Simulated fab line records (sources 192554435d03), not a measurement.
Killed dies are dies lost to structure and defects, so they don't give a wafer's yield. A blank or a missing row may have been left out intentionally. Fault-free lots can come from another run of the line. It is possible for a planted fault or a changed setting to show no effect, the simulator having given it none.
One fault through the eyes of 3 desks + flow n5Finfet + each desk holds nothing but its own numbers, with what lay behind them at the end
Where a reading is given only as a bound, like >300, the bound stands for it, and a mean or a difference that rests on one is marked > or <: the true number lies beyond.

## DESK OF THE TOOL OWNER: rieDiel-01
The tool's own readings at N5_BEOL_M0_SAQP_ETCH_84 (etches SOC in N2/H2, target depth 100 nm, overetch 20 nm, time 150 s): means of the sampled wafers that have a number, for each lot that ran on this tool. Any lot whose mean is over 4 standard deviations away from the usual mean is out of limits and marked OUT; that distance is given in the brackets.
Columns: A = biasW at N5_BEOL_M0_SAQP_ETCH_84, usual 149.9 W; B = drypumpMotorCurrentA at N5_BEOL_M0_SAQP_ETCH_84, usual 5.9 A; C = n2FlowSccm at N5_BEOL_M0_SAQP_ETCH_84, usual 200.0 sccm; D = oesProductAu at N5_BEOL_M0_SAQP_ETCH_84, usual 0.71 a.u.; E = rfVppV at N5_BEOL_M0_SAQP_ETCH_84, usual 525.0 V; F = showerheadPlenumPTorr at N5_BEOL_M0_SAQP_ETCH_84, usual 2.58 Torr; G = throttleValvePct at N5_BEOL_M0_SAQP_ETCH_84, usual 17.88 %
| lot  | first seen here | A     | B   | C     | D    | E     | F    | G     |
|------|-----------------|-------|-----|-------|------|-------|------|-------|
| L753 | day 5 15:12     | 150.0 | 5.8 | 200.2 | 0.74 | 526.0 | 2.60 | 17.90 |
| L756 | day 6 04:24     | 149.8 | 6.0 | 200.2 | 0.74 | 523.4 | 2.52 | 17.88 |
| L763 | day 8 00:40     | 150.2 | 6.0 | 200.0 | 0.67 | 525.6 | 2.62 | 18.26 |
| L771 | day 10 04:51    | 149.9 | 6.0 | 200.0 | 0.82 | 526.5 | 2.64 | 17.81 |
| L773 | day 10 16:08    | 150.2 | 6.0 | 199.3 | 0.81 | 526.1 | 2.63 | 17.82 |
| L774 | day 10 19:46    | 149.7 | 6.0 | 200.3 | 0.82 | 526.2 | 2.63 | 17.81 |
| L775 | day 10 22:58    | 150.2 | 6.0 | 200.4 | 0.78 | 524.7 | 2.59 | 17.91 |
This desk's verdict: no lot among the 7 shows anything out of limits.

## THE DEFECT DESK
Inspection counts along the route, by lot: the mean over sampled wafers that carry a number. Any lot whose mean is over 4 standard deviations away from the usual mean is out of limits and marked OUT; that distance is given in the brackets.
Columns: A = rawDefectCount at N5_BEOL_M0_SAQP_INSPECT_42, usual 336; B = rawDefectCount at N5_BEOL_M0_CUTY_INSPECT_59, usual 2.0
| lot  | first seen here | A   | B               |
|------|-----------------|-----|-----------------|
| L753 | day 5 19:35     | 265 | 2.0             |
| L756 | day 6 08:19     | 165 | 1.0             |
| L763 | day 8 04:21     | 584 | >101 (>+66) OUT |
| L771 | day 10 09:21    | 287 | 2.7             |
| L772 | day 10 10:36    | 373 | 1.0             |
| L773 | day 10 19:53    | 479 | 1.3             |
| L774 | day 10 23:43    | 332 | 1.3             |
| L775 | day 11 02:55    | 330 | 1.0             |
Finding of this desk: L763 out of limits; the first was L763 at day 8 05:37, on rawDefectCount at N5_BEOL_M0_CUTY_INSPECT_59. L753, L756, L771, L772, L773, L774, L775: within limits.

## THE METROLOGY DESK
Lot by lot, what the gauges showed, no matter which tool ran the lot: averages of those sampled wafers that carry a number. Any lot whose mean is over 4 standard deviations away from the usual mean is out of limits and marked OUT; that distance is given in the brackets. Shown here are 7 of its 10 readings, the ones lying furthest out on some lot.
Columns: A = DIBL_N at N5_BEOL_M4_RC_MEAS_101, usual 36.0 mV/V; B = IOFF_N at N5_BEOL_M4_RC_MEAS_101, usual 0.16 nA/um; C = ION_N at N5_BEOL_M4_RC_MEAS_101, usual 672 uA/um; D = ION_P at N5_BEOL_M4_RC_MEAS_101, usual 461 uA/um; E = SS_N at N5_BEOL_M4_RC_MEAS_101, usual 71.4 mV/dec; F = SS_P at N5_BEOL_M4_RC_MEAS_101, usual 73.2 mV/dec; G = VT_P at N5_BEOL_M4_RC_MEAS_101, usual -251 mV
| lot  | first seen here | A    | B    | C   | D   | E    | F    | G    |
|------|-----------------|------|------|-----|-----|------|------|------|
| L753 | day 9 13:01     | 35.0 | 0.15 | 677 | 458 | 71.1 | 73.6 | -254 |
| L756 | day 9 15:58     | 35.6 | 0.12 | 665 | 463 | 71.0 | 72.5 | -249 |
| L763 | day 12 00:44    | 34.8 | 0.14 | 668 | 463 | 71.3 | 72.6 | -248 |
| L771 | day 13 16:46    | 39.4 | 0.21 | 693 | 468 | 72.1 | 74.5 | -249 |
| L773 | day 14 04:13    | 37.3 | 0.18 | 687 | 461 | 71.8 | 73.0 | -252 |
| L772 | day 14 10:02    | 34.1 | 0.12 | 651 | 451 | 70.3 | 72.1 | -252 |
| L774 | day 14 21:56    | 38.1 | 0.17 | 680 | 471 | 71.7 | 73.2 | -244 |
| L775 | day 15 02:20    | 36.5 | 0.19 | 689 | 466 | 71.9 | 73.8 | -251 |
This desk's verdict: no lot among the 8 shows anything out of limits.

## BROUGHT TOGETHER
The defect desk could have raised an alarm at day 8 05:37, on L763.
The desk of the tool owner found nothing out of limits.
The metrology desk saw nothing out of limits.
Tool owner's desk: L763 on record, inside its limits.
The metrology desk has L763 on record, within its limits.
Of the lots named, all ran N5_BEOL_M0_SAQP_ETCH_84 on rieDiel-01.

## WHAT THE SIMULATOR HAD INSERTED
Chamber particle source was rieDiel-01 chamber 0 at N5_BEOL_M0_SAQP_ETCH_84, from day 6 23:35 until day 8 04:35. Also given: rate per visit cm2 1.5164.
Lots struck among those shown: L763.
Hours from the fault's start to each desk's first reading out of limits: the defect desk, 30.
